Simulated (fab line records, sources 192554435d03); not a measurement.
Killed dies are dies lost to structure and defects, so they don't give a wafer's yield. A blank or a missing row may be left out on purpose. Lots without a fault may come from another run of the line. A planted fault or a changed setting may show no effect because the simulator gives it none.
Split-lot experiment | flow n5_finfet | 7 lots, 21 wafers read, on a route of 1938 steps

THE SPLIT
At N5_BEOL_M14_COAT_58 (time 60 s, resist thk 89 nm), the setting spin_rpm was moved away from the recipe's 1500 rpm on 4 of the 21 wafers read, by -10.7% to +7.8%. The other wafers ran this setting at the recipe's value.

FROM THE SPLIT TO THE READING: what the file shows between them, 3 steps
- N5_BEOL_M14_COAT_04: resist thk 800 nm
- N5_BEOL_M14_EBR_06
- N5_BEOL_M14_DESCUM_15: chemistry O2, time 7.9 s

THE READING
etch.depth_nm (the simulator's own value, which no gauge read), in nm, at N5_BEOL_M14_ETCH_59 (etches BARC in N2/H2, target depth 89 nm, overetch 26.7 nm, time 67.9 s). The file gives no usual value for it. The 17 wafers here that ran the recipe average 89.17 nm, standard deviation 0.15 nm.

wafer  | tool, chamber at the split | spin_rpm as run, rpm | against the recipe | etch.depth_nm, nm | against lot-mates on the recipe
L084.3 | litho_track-01, 0          | 1500                 | recipe             | 89.25             | -
L084.4 | litho_track-01, 0          | 1500                 | recipe             | 89.2              | -
L084.5 | litho_track-01, 0          | 1500                 | recipe             | 89.22             | -
L090.1 | litho_track-05, 0          | 1500                 | recipe             | 88.9              | -
L090.2 | litho_track-05, 0          | 1500                 | recipe             | 89.29             | -
L090.5 | litho_track-05, 0          | 1500                 | recipe             | 89.16             | -
L087.1 | litho_track-05, 0          | 1500                 | recipe             | 89.41             | -
L087.5 | litho_track-05, 0          | 1500                 | recipe             | 89.32             | -
L087.6 | litho_track-05, 0          | 1450                 | -3.3%              | 90.64             | +1.28
L088.1 | litho_track-02, 0          | 1617                 | +7.8%              | 86                | -3.38
L088.4 | litho_track-02, 0          | 1500                 | recipe             | 89.38             | -
L088.5 | litho_track-02, 0          | 1617                 | +7.8%              | 86.17             | -3.21
L096.3 | litho_track-05, 0          | 1500                 | recipe             | 89.15             | -
L096.5 | litho_track-05, 0          | 1500                 | recipe             | 89.18             | -
L096.6 | litho_track-05, 0          | 1500                 | recipe             | 89.13             | -
L093.2 | litho_track-05, 0          | 1340                 | -10.7%             | 94.61             | +5.49
L093.4 | litho_track-05, 0          | 1500                 | recipe             | 89.31             | -
L093.5 | litho_track-05, 0          | 1500                 | recipe             | 88.92             | -
L095.1 | litho_track-05, 0          | 1500                 | recipe             | 88.94             | -
L095.2 | litho_track-05, 0          | 1500                 | recipe             | 89.2              | -
L095.5 | litho_track-05, 0          | 1500                 | recipe             | 88.95             | -

THE FIT
A straight line over all 21 wafers: etch.depth_nm changes by -0.451 nm for each +1% of spin_rpm; r = -0.99; the points scatter about the line by 0.24 nm.
The same after taking each lot's own level away (the mean of its wafers on the recipe; 21 wafers): -0.464 nm for each +1%; r = -0.99; scatter 0.2 nm.
On that fit, the largest move of spin_rpm shifts the reading by 4.9 nm.
The lots' own levels span 89.030 to 89.380 nm, that is 2.3 times the standard deviation above.
So the lot-to-lot level changes the slope little: the two slopes agree.
Check: with one of the wafers moved furthest among these (-10.7%) left out of the fit, the line predicts +4.45 nm for it against its lot-mates. It came out at +5.49 nm against them.

THE WHOLE CHAIN: every reading that the file lists as answering this split, in the file's order
step                | what it does                                                            | reading                                                                          | change (the file's fit)               | r (the file's)
N5_BEOL_M14_COAT_58 | time 60 s, resist thk 89 nm                                             | BARC_of_BEOL_M14_COAT_58.thk_nm (the simulator's own value, which no gauge read) | -0.47 nm for each +1% of the setting  | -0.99
N5_BEOL_M14_ETCH_59 | etches BARC in N2/H2, target depth 89 nm, overetch 26.7 nm, time 67.9 s | etch.depth_nm (the simulator's own value, which no gauge read)                   | -0.477 nm for each +1% of the setting | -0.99

THE FILE'S OWN FIT
etch.depth_nm changes by -0.477 nm for each +1% of spin_rpm, r = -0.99.
